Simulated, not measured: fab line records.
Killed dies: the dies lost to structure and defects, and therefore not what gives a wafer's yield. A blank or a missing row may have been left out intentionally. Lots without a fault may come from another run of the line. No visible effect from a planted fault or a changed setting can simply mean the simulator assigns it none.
Chamber matching + flow nand-harc + 4 sister chambers for NHARC_P_GATE_DESCUM_61 on rie-diel-05
The step chemistry O2, time 3 s. 16 wafers are shown with their chamber, then 8 later ones without.

== WAFERS WITH THEIR CHAMBER ==
| wafer  | chamber | showerhead-plenum-p-Torr (Torr) | drypump-motor-current-A (A) | throttle-valve-pct (%) |
|--------|---------|---------------------------------|-----------------------------|------------------------|
| L125.1 | 0       | 1.80                            | 5.9                         | 11.315                 |
| L125.3 | 3       | 2.01                            | 5.7                         | 11.309                 |
| L125.4 | 1       | 1.81                            | 5.2                         | 11.315                 |
| L127.1 | 0       | 1.80                            | 5.9                         | 11.308                 |
| L127.2 | 1       | 1.81                            | 5.2                         | 11.316                 |
| L127.6 | 0       | 1.80                            | 5.9                         | 11.325                 |
| L129.1 | 3       | 2.01                            | 5.7                         | 11.314                 |
| L129.3 | 0       | 1.80                            | 5.9                         | 11.327                 |
| L129.6 | 0       | 1.80                            | 5.9                         | 11.303                 |
| L128.1 | 2       | 1.83                            | 6.6                         | 11.330                 |
| L128.2 | 0       | 1.80                            | 5.8                         | 11.321                 |
| L128.4 | 3       | 2.01                            | 5.7                         | 11.321                 |
| L132.2 | 3       | 2.01                            | 5.7                         | 11.306                 |
| L132.3 | 0       | 1.80                            | 5.8                         | 11.302                 |
| L132.4 | 3       | 2.01                            | 5.7                         | 11.294                 |
| L143.2 | 3       | 2.00                            | 5.7                         | 11.305                 |

SIGNATURES, as means of the wafers listed above
| reading                  | chamber 0 | chamber 1 | chamber 2 | chamber 3 | scatter within a chamber |
|--------------------------|-----------|-----------|-----------|-----------|--------------------------|
| showerhead-plenum-p-Torr | 1.8000    | 1.8100    | 1.8300    | 2.0083    | 0.00264                  |
| drypump-motor-current-A  | 5.871     | 5.200     | 6.600     | 5.700     | 0.0345                   |
| throttle-valve-pct       | 11.31443  | 11.31550  | 11.33000  | 11.30817  | 0.00938                  |
Rule: a wafer lies at a distance from a chamber equal to the root of the sum of squares, over the readings, of (its reading less the chamber's mean, divided by the reading's scatter). The wafer belongs to the nearest chamber; if the next one is less than 2 further off, it can't be placed. How the scatter is found: for the shown wafers, subtract from each reading the mean of its chamber, square and add these, divide the total by (wafers less chambers), then take the root.

== WAFERS WHOSE CHAMBER IS MISSING ==
| wafer  | showerhead-plenum-p-Torr (Torr) | drypump-motor-current-A (A) | throttle-valve-pct (%) |
|--------|---------------------------------|-----------------------------|------------------------|
| L143.3 | 1.81                            | 5.2                         | 11.305                 |
| L143.6 | 1.80                            | 5.9                         | 11.322                 |
| L145.2 | 1.83                            | 6.6                         | 11.325                 |
| L145.4 | 2.00                            | 5.6                         | 11.308                 |
| L145.6 | 2.00                            | 5.7                         | 11.313                 |
| L148.1 | 1.82                            | 6.6                         | 11.307                 |
| L148.2 | 1.80                            | 5.9                         | 11.303                 |
| L148.5 | 1.80                            | 5.2                         | 11.332                 |

== WHICH CHAMBER EACH WENT THROUGH ==
| wafer  | from the rows above | in truth |
|--------|---------------------|----------|
| L143.3 | 1                   | 1        |
| L143.6 | 0                   | 0        |
| L145.2 | 2                   | 2        |
| L145.4 | 3                   | 3        |
| L145.6 | 3                   | 3        |
| L148.1 | 2                   | 2        |
| L148.2 | 0                   | 0        |
| L148.5 | 1                   | 1        |
Placed correctly: 8 of 8. From these rows, 0 cannot be placed. Wrongly placed: 0.
